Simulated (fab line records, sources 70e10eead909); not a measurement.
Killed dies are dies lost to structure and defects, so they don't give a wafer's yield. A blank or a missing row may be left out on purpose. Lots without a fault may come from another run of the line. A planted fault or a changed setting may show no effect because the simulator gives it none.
Which tool did it? | flow nand_harc | 24 lots, 72 wafers sampled, at 2 steps of a route of 1159

WHAT THE GAUGES READ, wafer by wafer
NHARC_A_M0_INSPECT_27. Usual: raw_defect_count 422, standard deviation 110.
lot  | measured     | on                | raw_defect_count | flag
L074 | day 18 23:06 | defect_inspect-01 | 351 476 417      |
L075 | day 19 05:31 | defect_inspect-01 | 381 391 391      |
L076 | day 19 06:32 | defect_inspect-02 | 333 275 460      |
L077 | day 19 12:26 | defect_inspect-02 | 381 338 268      |
L079 | day 20 08:55 | defect_inspect-01 | 490 447 448      |
L078 | day 20 13:58 | defect_inspect-01 | 324 530 510      |
L083 | day 22 13:53 | defect_inspect-01 | 940 377 336      |
L082 | day 22 14:17 | defect_inspect-01 | 628 533 392      |
L084 | day 22 14:23 | defect_inspect-02 | 454 408 452      |
L088 | day 22 14:36 | defect_inspect-02 | 420 522 576      |
L085 | day 22 23:22 | defect_inspect-02 | 368 486 284      |
L080 | day 22 23:52 | defect_inspect-02 | 342 243 450      |
L081 | day 23 21:50 | defect_inspect-02 | 352 401 265      |
L086 | day 24 03:56 | defect_inspect-01 | 354 388 369      |
L089 | day 24 08:38 | defect_inspect-02 | 422 450 458      |
L091 | day 24 12:05 | defect_inspect-02 | 549 522 471      |
L087 | day 24 12:02 | defect_inspect-01 | 378 293 267      |
L090 | day 24 12:31 | defect_inspect-02 | 406 261 339      |
L092 | day 24 12:49 | defect_inspect-01 | 285 361 309      |
L094 | day 24 20:33 | defect_inspect-02 | 438 519 353      |
L093 | day 24 20:58 | defect_inspect-02 | 487 763 425      |
L097 | day 24 23:17 | defect_inspect-02 | 509 479 452      |
L096 | day 25 00:38 | defect_inspect-02 | 401 409 378      |
L095 | day 25 08:41 | defect_inspect-02 | 501 337 364      |

WHICH TOOL RAN EACH LOT (tool, then ch and the chambers of the sampled wafers, then the start)
lot  | NHARC_A_M0_ANNEAL_30
L074 | rtp_anneal-01 ch 0, day 18 22:16
L075 | rtp_anneal-01 ch 0, day 19 04:45
L076 | rtp_anneal-01 ch 0, day 19 05:43
L077 | rtp_anneal-01 ch 0, day 19 11:36
L079 | rtp_anneal-02 ch 0, day 20 08:14
L078 | rtp_anneal-02 ch 0, day 20 13:08
L083 | rtp_anneal-02 ch 0, day 22 13:11
L082 | rtp_anneal-01 ch 0, day 22 13:31
L084 | rtp_anneal-02 ch 0, day 22 13:33
L088 | rtp_anneal-01 ch 0, day 22 13:50
L085 | rtp_anneal-01 ch 0, day 22 22:40
L080 | rtp_anneal-02 ch 0, day 22 23:02
L081 | rtp_anneal-02 ch 0, day 23 21:04
L086 | rtp_anneal-02 ch 0, day 24 03:10
L089 | rtp_anneal-01 ch 0, day 24 07:50
L091 | rtp_anneal-02 ch 0, day 24 11:14
L087 | rtp_anneal-01 ch 0, day 24 11:21
L090 | rtp_anneal-01 ch 0, day 24 11:41
L092 | rtp_anneal-01 ch 0, day 24 12:03
L094 | rtp_anneal-02 ch 0, day 24 19:44
L093 | rtp_anneal-02 ch 0, day 24 20:09
L097 | rtp_anneal-01 ch 0, day 24 22:34
L096 | rtp_anneal-02 ch 0, day 24 23:52
L095 | rtp_anneal-01 ch 0, day 25 07:52
- NHARC_A_M0_ANNEAL_30: time 90 s.

WHAT THE TOOLS THEMSELVES READ (means of the sampled wafers that have a number; where no wafer has one, the mark that the record gives instead)
NHARC_A_M0_ANNEAL_30. Usual: wafer_temp_C_max 226.2, standard deviation 0.4.
lot  | tool          | wafer_temp_C_max | flag
L074 | rtp_anneal-01 | 225.9            |
L075 | rtp_anneal-01 | 225.8            |
L076 | rtp_anneal-01 | 225.9            |
L077 | rtp_anneal-01 | 225.9            |
L079 | rtp_anneal-02 | 226.3            |
L078 | rtp_anneal-02 | 226.5            |
L083 | rtp_anneal-02 | 226.2            |
L082 | rtp_anneal-01 | 226.2            |
L084 | rtp_anneal-02 | 226.6            |
L088 | rtp_anneal-01 | 225.8            |
L085 | rtp_anneal-01 | 226.2            |
L080 | rtp_anneal-02 | 226.4            |
L081 | rtp_anneal-02 | 226.6            |
L086 | rtp_anneal-02 | 226.6            |
L089 | rtp_anneal-01 | 226.0            |
L091 | rtp_anneal-02 | 226.8            |
L087 | rtp_anneal-01 | 225.9            |
L090 | rtp_anneal-01 | 225.9            |
L092 | rtp_anneal-01 | 225.8            |
L094 | rtp_anneal-02 | 226.6            |
L093 | rtp_anneal-02 | 226.4            |
L097 | rtp_anneal-01 | 226.3            |
L096 | rtp_anneal-02 | 226.1            |
L095 | rtp_anneal-01 | 225.8            |

THE ANSWER, worked out from the rows above alone
Rule: a lot is off if the mean of its wafers that have a number lies more than 3 standard deviations from the usual mean. A lot without any number at a reading at which 4 lots or more have one is off too. The other lots that the step has rows for count as sound. The gauges are gone through in route order, then the tools' own readings, and for those a lot's mean is taken as printed above. The first step at which some lot is off is used, and at that step the reading that is off furthest; a lot without a number counts as furthest.
No lot is off at any reading shown: from this, nothing can be told.

WHAT THE SIMULATOR HAD PUT IN
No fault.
